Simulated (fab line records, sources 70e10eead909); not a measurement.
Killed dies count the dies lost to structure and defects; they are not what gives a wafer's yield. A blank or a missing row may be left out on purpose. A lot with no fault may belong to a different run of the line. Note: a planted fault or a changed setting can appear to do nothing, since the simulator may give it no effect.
What tool caused it?    flow nand-harc    22 lots with 66 wafers sampled at 6 steps, on a route of 1159 steps

== WHAT THE GAUGES READ, wafer by wafer ==
No reading from a measuring or inspecting step in the record can be judged against a usual standard deviation.

== TOOL THAT RAN EACH LOT (tool first, then ch and the chambers of the sampled wafers, then the start) ==
lot   NHARC_A_STAIRCASE_DESCUM_168        NHARC_A_STAIRCASE_ETCH_15                      NHARC_A_STAIRCASE_TRIM_18                      NHARC_A_STAIRCASE_TRIM_193                     NHARC_A_STAIRCASE_STRIP_205           NHARC_A_STAIRCASE_TRIM_224
L075  rie-diel-01 ch 1,3, day 10 21:41    rie-diel-11 ch 2,3, day 11 07:59 or earlier    rie-diel-11 ch 1,2, day 11 07:59 or earlier    rie-diel-11 ch 0,1,3, day 11 07:59 or earlier  plasma-asher-01 ch 1, day 11 07:59    rie-diel-11 ch 0,1,3, no start
L076  rie-diel-01 ch 2,3, day 10 21:52    rie-diel-01 ch 0,2, day 11 06:47 or earlier    rie-diel-01 ch 1,2,3, day 11 06:47 or earlier  rie-diel-11 ch 0,1, day 11 06:47 or earlier    plasma-asher-01 ch 0,1, day 11 06:47  rie-diel-11 ch 1,2,3, no start
L078  rie-diel-11 ch 0,1, day 11 04:50    rie-diel-11 ch 1,2,3, day 11 14:14 or earlier  rie-diel-11 ch 0,1, day 11 14:14 or earlier    rie-diel-11 ch 0,2,3, day 11 14:14 or earlier  plasma-asher-02 ch 0,1, day 11 14:14  rie-diel-06 ch 0,1,2, no start
L077  rie-diel-01 ch 1,2, day 11 05:11    rie-diel-01 ch 0,1, day 11 14:23 or earlier    rie-diel-01 ch 1,2, day 11 14:23 or earlier    rie-diel-06 ch 0,1, day 11 14:23 or earlier    plasma-asher-01 ch 0,1, day 11 14:23  rie-diel-06 ch 0,1,2, no start
L079  rie-diel-06 ch 0,1, day 12 01:41    rie-diel-01 ch 0,3, day 12 11:08 or earlier    rie-diel-01 ch 0,1, day 12 11:08 or earlier    rie-diel-01 ch 0,1,3, day 12 11:08 or earlier  plasma-asher-02 ch 0,1, day 12 11:08  rie-diel-11 ch 1,2,3, no start
L083  rie-diel-11 ch 0,1,3, day 12 13:52  rie-diel-01 ch 1,3, day 12 22:04 or earlier    rie-diel-01 ch 0,1, day 12 22:04 or earlier    rie-diel-06 ch 0,2,3, day 12 22:04 or earlier  plasma-asher-01 ch 0,1, day 12 22:04  rie-diel-06 ch 0,2, no start
L082  rie-diel-01 ch 0,1,3, day 12 14:02  rie-diel-11 ch 0,3, day 12 23:35 or earlier    rie-diel-11 ch 1,2,3, day 12 23:35 or earlier  rie-diel-11 ch 0,1,2, day 12 23:35 or earlier  plasma-asher-02 ch 0,1, day 12 23:35  rie-diel-11 ch 0,3, no start
L081  rie-diel-01 ch 0,1, day 12 19:52    rie-diel-11 ch 0,2, day 13 04:33 or earlier    rie-diel-11 ch 1,2,3, day 13 04:33 or earlier  rie-diel-06 ch 0,2,3, day 13 04:33 or earlier  plasma-asher-02 ch 0,1, day 13 04:33  rie-diel-06 ch 0,2,3, no start
L084  rie-diel-06 ch 0,1, day 13 06:29    rie-diel-06 ch 0,1,3, day 13 18:34 or earlier  rie-diel-06 ch 0,1,3, day 13 18:34 or earlier  rie-diel-06 ch 0,1, day 13 18:34 or earlier    plasma-asher-01 ch 0,1, day 13 18:34  rie-diel-06 ch 2,3, no start
L085  rie-diel-06 ch 1,2,3, day 13 10:14  rie-diel-01 ch 0,1,3, day 13 19:10 or earlier  rie-diel-01 ch 1,3, day 13 19:10 or earlier    rie-diel-01 ch 0,1,3, day 13 19:10 or earlier  plasma-asher-01 ch 0,1, day 13 19:10  rie-diel-06 ch 1,2,3, no start
L086  rie-diel-01 ch 0,2,3, day 13 21:28  rie-diel-06 ch 0,2,3, day 14 07:07 or earlier  rie-diel-06 ch 0,2,3, day 14 07:07 or earlier  rie-diel-11 ch 0,1,2, day 14 07:07 or earlier  plasma-asher-02 ch 1, day 14 07:07    rie-diel-06 ch 1,2,3, no start
L087  rie-diel-01 ch 0,1,2, day 13 21:37  rie-diel-06 ch 1,2,3, day 14 06:47 or earlier  rie-diel-06 ch 1,2,3, day 14 06:47 or earlier  rie-diel-11 ch 1,2,3, day 14 06:47 or earlier  plasma-asher-01 ch 0,1, day 14 06:47  rie-diel-06 ch 0,2,3, no start
L088  rie-diel-06 ch 2,3, day 14 11:13    rie-diel-06 ch 1,2, day 14 21:33 or earlier    rie-diel-06 ch 1,2, day 14 21:33 or earlier    rie-diel-11 ch 0,1,2, day 14 21:33 or earlier  plasma-asher-02 ch 0,1, day 14 21:33  rie-diel-01 ch 0,1, no start
L089  rie-diel-11 ch 0,2,3, day 14 11:46  rie-diel-06 ch 0,2,3, day 14 20:45 or earlier  rie-diel-06 ch 0,3, day 14 20:45 or earlier    rie-diel-06 ch 0,2,3, day 14 20:45 or earlier  plasma-asher-01 ch 0,1, day 14 20:45  rie-diel-11 ch 0,1, no start
L092  rie-diel-01 ch 2,3, day 14 15:59    rie-diel-11 ch 1,2,3, day 15 02:14 or earlier  rie-diel-11 ch 0,1,2, day 15 02:14 or earlier  rie-diel-11 ch 0,2,3, day 15 02:14 or earlier  plasma-asher-01 ch 0,1, day 15 02:14  rie-diel-06 ch 0,1,3, no start
L090  rie-diel-11 ch 0,2,3, day 14 16:14  rie-diel-01 ch 2,3, day 15 02:47 or earlier    rie-diel-01 ch 1,2,3, day 15 02:47 or earlier  rie-diel-11 ch 0,2,3, day 15 02:47 or earlier  plasma-asher-02 ch 0,1, day 15 02:47  rie-diel-01 ch 0,1,3, no start
L091  rie-diel-01 ch 1,3, day 14 16:25    rie-diel-06 ch 0,1, day 15 00:38 or earlier    rie-diel-06 ch 0,2, day 15 00:38 or earlier    rie-diel-06 ch 0,3, day 15 00:38 or earlier    plasma-asher-01 ch 0,1, day 15 00:38  rie-diel-06 ch 1,2,3, no start
L093  rie-diel-01 ch 0,2,3, day 15 02:10  rie-diel-06 ch 0,1,2, day 15 10:16 or earlier  rie-diel-06 ch 1,2,3, day 15 10:16 or earlier  rie-diel-06 ch 1,2,3, day 15 10:16 or earlier  plasma-asher-01 ch 0,1, day 15 10:16  rie-diel-06 ch 1,2,3, no start
L094  rie-diel-11 ch 1,2,3, day 15 13:14  rie-diel-11 ch 0,1,3, day 16 00:17 or earlier  rie-diel-11 ch 0,2,3, day 16 00:17 or earlier  rie-diel-01 ch 2,3, day 16 00:17 or earlier    plasma-asher-01 ch 0,1, day 16 00:17  rie-diel-06 ch 0,3, no start
L095  rie-diel-06 ch 0,1,2, day 16 01:02  rie-diel-01 ch 0,1,3, day 16 11:43 or earlier  rie-diel-01 ch 1,3, day 16 11:43 or earlier    rie-diel-06 ch 0,1,2, day 16 11:43 or earlier  plasma-asher-02 ch 0,1, day 16 11:43  rie-diel-01 ch 0,1, no start
L096  rie-diel-11 ch 0,1,3, day 16 01:13  rie-diel-11 ch 0,2, day 16 09:41 or earlier    rie-diel-11 ch 1,2, day 16 09:41 or earlier    rie-diel-06 ch 0,3, day 16 09:41 or earlier    plasma-asher-02 ch 0,1, day 16 09:41  rie-diel-01 ch 0,2,3, no start
L097  rie-diel-06 ch 0,1,2, day 16 01:24  rie-diel-11 ch 1,2,3, day 16 10:22 or earlier  rie-diel-11 ch 0,1,2, day 16 10:22 or earlier  rie-diel-06 ch 0,2,3, day 16 10:22 or earlier  plasma-asher-02 ch 0,1, day 16 10:22  rie-diel-06 ch 1,2,3, no start
- NHARC_A_STAIRCASE_DESCUM_168: chemistry O2, time 3 s.
- NHARC_A_STAIRCASE_ETCH_15: etches the open film in C4F8/O2, target depth 100 nm, time 40.5 s.
- NHARC_A_STAIRCASE_TRIM_18: chemistry O2, time 211.2 s.
- NHARC_A_STAIRCASE_TRIM_193: chemistry O2, time 211.2 s.
- NHARC_A_STAIRCASE_STRIP_205: strips in O2.
- NHARC_A_STAIRCASE_TRIM_224: chemistry O2, time 211.2 s.

== AS READ BY THE TOOLS THEMSELVES (means over the sampled wafers that have a number; for cases with no such wafer, the mark the record gives instead) ==
NHARC_A_STAIRCASE_DESCUM_168. Usual: drypump-motor-current-A 5.8 A, standard deviation 0.37; oes-product-au 1.000 a.u., standard deviation 0.007; rf-vpp-V 57.8 V, standard deviation 0.93; showerhead-plenum-p-Torr 1.93 Torr, standard deviation 0.09; throttle-valve-pct 11.311 %, standard deviation 0.0081.
lot   tool         drypump-motor-current-A (A)  oes-product-au (a.u.)  rf-vpp-V (V)  showerhead-plenum-p-Torr (Torr)  throttle-valve-pct (%)  flag
L075  rie-diel-01  5.9                          0.998                  57.3          1.83                             11.314                  
L076  rie-diel-01  5.7                          1.009                  57.4          1.86                             11.303                  
L078  rie-diel-11  6.1                          0.994                  58.4          1.97                             11.302                  
L077  rie-diel-01  5.8                          0.998                  56.8          1.82                             11.308                  
L079  rie-diel-06  6.0                          0.997                  57.4          1.93                             11.312                  
L083  rie-diel-11  5.8                          0.997                  57.2          1.92                             11.310                  
L082  rie-diel-01  6.0                          1.001                  57.7          1.89                             11.307                  
L081  rie-diel-01  6.3                          0.993                  57.3          1.91                             11.318                  
L084  rie-diel-06  5.7                          1.006                  58.9          1.97                             11.311                  
L085  rie-diel-06  5.3                          1.001                  56.9          1.97                             11.307                  
L086  rie-diel-01  6.0                          1.003                  58.2          1.90                             11.315                  
L087  rie-diel-01  6.0                          0.996                  57.7          1.87                             11.309                  
L088  rie-diel-06  5.3                          0.999                  58.6          1.92                             11.313                  
L089  rie-diel-11  5.6                          0.998                  58.1          1.96                             11.300                  
L092  rie-diel-01  5.8                          1.007                  58.5          1.87                             11.308                  
L090  rie-diel-11  5.6                          0.996                  57.4          1.95                             11.313                  
L091  rie-diel-01  5.8                          0.999                  57.1          1.95                             11.318                  
L093  rie-diel-01  5.9                          1.002                  58.5          1.90                             11.321                  
L094  rie-diel-11  5.9                          1.001                  58.3          1.93                             11.311                  
L095  rie-diel-06  5.7                          0.998                  57.9          1.92                             11.306                  
L096  rie-diel-11  5.8                          0.999                  58.4          1.91                             11.312                  
L097  rie-diel-06  5.7                          0.997                  57.3          1.92                             11.312                  

NHARC_A_STAIRCASE_ETCH_15. Usual: oes-product-au 0.939 a.u., standard deviation 0.01; rf-fwd-power-W 593.8 W, standard deviation 2.2; rf-vpp-V 897 V, standard deviation 5.7.
lot   tool         oes-product-au (a.u.)  rf-fwd-power-W (W)  rf-vpp-V (V)  flag
L075  rie-diel-11  0.940                  593.9               895           
L076  rie-diel-01  0.937                  595.3               898           
L078  rie-diel-11  0.935                  592.0               899           
L077  rie-diel-01  0.946                  593.6               896           
L079  rie-diel-01  0.955                  593.3               899           
L083  rie-diel-01  0.936                  593.5               889           
L082  rie-diel-11  0.944                  592.3               897           
L081  rie-diel-11  0.940                  594.1               903           
L084  rie-diel-06  0.943                  595.5               899           
L085  rie-diel-01  0.934                  596.0               895           
L086  rie-diel-06  0.942                  594.0               896           
L087  rie-diel-06  0.943                  594.9               900           
L088  rie-diel-06  0.944                  593.2               900           
L089  rie-diel-06  0.938                  595.7               897           
L092  rie-diel-11  0.922                  593.1               897           
L090  rie-diel-01  0.929                  595.8               892           
L091  rie-diel-06  0.939                  596.2               900           
L093  rie-diel-06  0.931                  594.3               896           
L094  rie-diel-11  0.940                  590.7               897           
L095  rie-diel-01  0.958                  594.8               901           
L096  rie-diel-11  0.940                  594.7               904           
L097  rie-diel-11  0.941                  592.4               897           

NHARC_A_STAIRCASE_TRIM_18. Usual: drypump-motor-current-A 5.8 A, standard deviation 0.39; oes-product-au 0.999 a.u., standard deviation 0.0071; rf-vpp-V 57.9 V, standard deviation 0.85; showerhead-plenum-p-Torr 3.57 Torr, standard deviation 0.15; throttle-valve-pct 17.037 %, standard deviation 0.0085.
lot   tool         drypump-motor-current-A (A)  oes-product-au (a.u.)  rf-vpp-V (V)  showerhead-plenum-p-Torr (Torr)  throttle-valve-pct (%)  flag
L075  rie-diel-11  6.1                          0.997                  58.4          3.67                             17.031                  
L076  rie-diel-01  5.8                          1.006                  57.9          3.40                             17.041                  
L078  rie-diel-11  6.1                          1.001                  58.2          3.63                             17.042                  
L077  rie-diel-01  5.8                          1.002                  58.3          3.37                             17.033                  
L079  rie-diel-01  6.2                          0.997                  57.6          3.53                             17.035                  
L083  rie-diel-01  6.1                          1.000                  58.3          3.42                             17.036                  
L082  rie-diel-11  5.9                          0.997                  57.4          3.58                             17.036                  
L081  rie-diel-11  5.9                          1.003                  57.8          3.58                             17.038                  
L084  rie-diel-06  5.7                          0.994                  58.1          3.62                             17.029                  
L085  rie-diel-01  5.9                          0.993                  57.1          3.36                             17.038                  
L086  rie-diel-06  5.7                          0.997                  57.0          3.54                             17.029                  
L087  rie-diel-06  5.4                          0.999                  58.1          3.62                             17.038                  
L088  rie-diel-06  5.4                          1.008                  58.0          3.56                             17.039                  
L089  rie-diel-06  6.0                          0.998                  58.6          3.53                             17.043                  
L092  rie-diel-11  5.8                          0.997                  59.1          3.68                             17.040                  
L090  rie-diel-01  5.8                          1.005                  57.6          3.57                             17.047                  
L091  rie-diel-06  6.0                          0.997                  57.8          3.46                             17.035                  
L093  rie-diel-06  5.4                          1.006                  57.8          3.62                             17.037                  
L094  rie-diel-11  5.6                          0.993                  57.1          3.59                             17.043                  
L095  rie-diel-01  5.9                          1.003                  58.1          3.69                             17.038                  
L096  rie-diel-11  5.8                          0.996                  57.7          3.70                             17.033                  
L097  rie-diel-11  5.8                          0.996                  57.4          3.67                             17.032                  

NHARC_A_STAIRCASE_TRIM_193. Usual: drypump-motor-current-A 5.7 A, standard deviation 0.42; oes-product-au 0.998 a.u., standard deviation 0.0074; rf-vpp-V 57.9 V, standard deviation 0.86; showerhead-plenum-p-Torr 3.58 Torr, standard deviation 0.14; throttle-valve-pct 17.036 %, standard deviation 0.0088.
lot   tool         drypump-motor-current-A (A)  oes-product-au (a.u.)  rf-vpp-V (V)  showerhead-plenum-p-Torr (Torr)  throttle-valve-pct (%)  flag
L075  rie-diel-11  5.9                          0.995                  58.4          3.55                             17.041                  
L076  rie-diel-11  6.1                          1.003                  57.5          3.63                             17.034                  
L078  rie-diel-11  5.6                          1.000                  57.6          3.62                             17.047                  
L077  rie-diel-06  6.0                          1.001                  57.6          3.56                             17.038                  
L079  rie-diel-01  6.1                          0.998                  57.5          3.48                             17.043                  
L083  rie-diel-06  5.6                          0.997                  56.7          3.55                             17.032                  
L082  rie-diel-11  5.8                          0.999                  58.9          3.69                             17.042                  
L081  rie-diel-06  5.7                          1.003                  57.8          3.55                             17.039                  
L084  rie-diel-06  6.0                          0.997                  57.5          3.55                             17.041                  
L085  rie-diel-01  6.0                          1.001                  58.1          3.48                             17.033                  
L086  rie-diel-11  5.8                          0.995                  58.1          3.68                             17.042                  
L087  rie-diel-11  5.9                          0.990                  58.1          3.57                             17.035                  
L088  rie-diel-11  5.8                          0.996                  58.0          3.68                             17.034                  
L089  rie-diel-06  5.7                          0.998                  57.7          3.54                             17.029                  
L092  rie-diel-11  5.6                          1.000                  58.6          3.60                             17.041                  
L090  rie-diel-11  5.6                          1.002                  58.2          3.60                             17.041                  
L091  rie-diel-06  5.7                          0.990                  57.8          3.60                             17.042                  
L093  rie-diel-06  5.4                          0.995                  58.2          3.62                             17.024                  
L094  rie-diel-01  5.7                          0.994                  57.1          3.42                             17.032                  
L095  rie-diel-06  5.7                          0.995                  57.4          3.54                             17.044                  
L096  rie-diel-06  5.6                          0.987                  57.9          3.59                             17.029                  
L097  rie-diel-06  5.7                          0.999                  57.7          3.53                             17.035                  

NHARC_A_STAIRCASE_STRIP_205. Usual: drypump-motor-current-A 6.0 A, standard deviation 0.41; heater-power-w 318 W, standard deviation 10.
lot   tool             drypump-motor-current-A (A)  heater-power-w (W)  flag
L075  plasma-asher-01  6.3                          324                 
L076  plasma-asher-01  6.0                          319                 
L078  plasma-asher-02  5.9                          312                 
L077  plasma-asher-01  5.8                          317                 
L079  plasma-asher-02  6.2                          314                 
L083  plasma-asher-01  6.0                          320                 
L082  plasma-asher-02  5.9                          305                 
L081  plasma-asher-02  6.2                          314                 
L084  plasma-asher-01  6.0                          322                 
L085  plasma-asher-01  5.7                          327                 
L086  plasma-asher-02  5.7                          304                 
L087  plasma-asher-01  6.0                          321                 
L088  plasma-asher-02  6.2                          321                 
L089  plasma-asher-01  6.0                          317                 
L092  plasma-asher-01  5.7                          323                 
L090  plasma-asher-02  6.2                          320                 
L091  plasma-asher-01  6.0                          322                 
L093  plasma-asher-01  6.0                          320                 
L094  plasma-asher-01  5.7                          331                 
L095  plasma-asher-02  5.9                          314                 
L096  plasma-asher-02  5.9                          310                 
L097  plasma-asher-02  5.9                          309                 

NHARC_A_STAIRCASE_TRIM_224. Usual: drypump-motor-current-A 5.7 A, standard deviation 0.4; oes-product-au 1.001 a.u., standard deviation 0.0077; rf-vpp-V 57.8 V, standard deviation 0.89; showerhead-plenum-p-Torr 3.59 Torr, standard deviation 0.14; throttle-valve-pct 17.037 %, standard deviation 0.009.
lot   tool         drypump-motor-current-A (A)  oes-product-au (a.u.)  rf-vpp-V (V)  showerhead-plenum-p-Torr (Torr)  throttle-valve-pct (%)  flag
L075  rie-diel-11  5.9                          0.999                  57.1          3.55                             17.037                  
L076  rie-diel-11  5.9                          1.007                  57.7          3.59                             17.036                  
L078  rie-diel-06  5.7                          0.997                  58.3          3.56                             17.041                  
L077  rie-diel-06  5.7                          1.002                  58.6          3.56                             17.034                  
L079  rie-diel-11  5.9                          1.008                  57.8          3.58                             17.041                  
L083  rie-diel-06  6.0                          0.995                  57.5          3.47                             17.042                  
L082  rie-diel-11  5.7                          0.992                  57.5          3.46                             17.039                  
L081  rie-diel-06  5.7                          0.996                  58.6          3.55                             17.039                  
L084  rie-diel-06  5.3                          1.009                  58.5          3.55                             17.040                  
L085  rie-diel-06  5.4                          1.001                  57.9          3.62                             17.039                  
L086  rie-diel-06  5.4                          0.999                  58.5          3.62                             17.039                  
L087  rie-diel-06  5.7                          0.993                  57.2          3.54                             17.038                  
L088  rie-diel-01  6.3                          1.003                  58.6          3.70                             17.039                  
L089  rie-diel-11  5.8                          0.998                  57.4          3.65                             17.035                  
L092  rie-diel-06  5.7                          0.997                  58.0          3.61                             17.047                  
L090  rie-diel-01  6.0                          1.002                  58.6          3.64                             17.033                  
L091  rie-diel-06  5.4                          1.008                  58.4          3.62                             17.037                  
L093  rie-diel-06  5.4                          0.997                  57.7          3.62                             17.031                  
L094  rie-diel-06  5.7                          0.999                  57.7          3.59                             17.049                  
L095  rie-diel-01  6.1                          1.009                  57.4          3.75                             17.032                  
L096  rie-diel-01  6.0                          1.012                  57.3          3.50                             17.040                  
L097  rie-diel-06  5.4                          1.003                  59.2          3.61                             17.045                  

== THE ANSWER, worked out from the rows above alone ==
Rule: a lot counts as off when the mean over its wafers that have a number is more than 3 standard deviations away from the usual mean. A lot without any number at a reading at which 4 lots or more have one is off too. Any other lot the step has rows for is counted as sound. The gauges are gone through in route order, then the tools' own readings, and for those a lot's mean is taken as printed above. At the first step where some lot is off, the reading lying furthest off is the one used; lots without a number count as furthest.
None of the lots is off at any reading shown; this tells nothing.

== WHAT WAS PUT IN BY THE SIMULATOR ==
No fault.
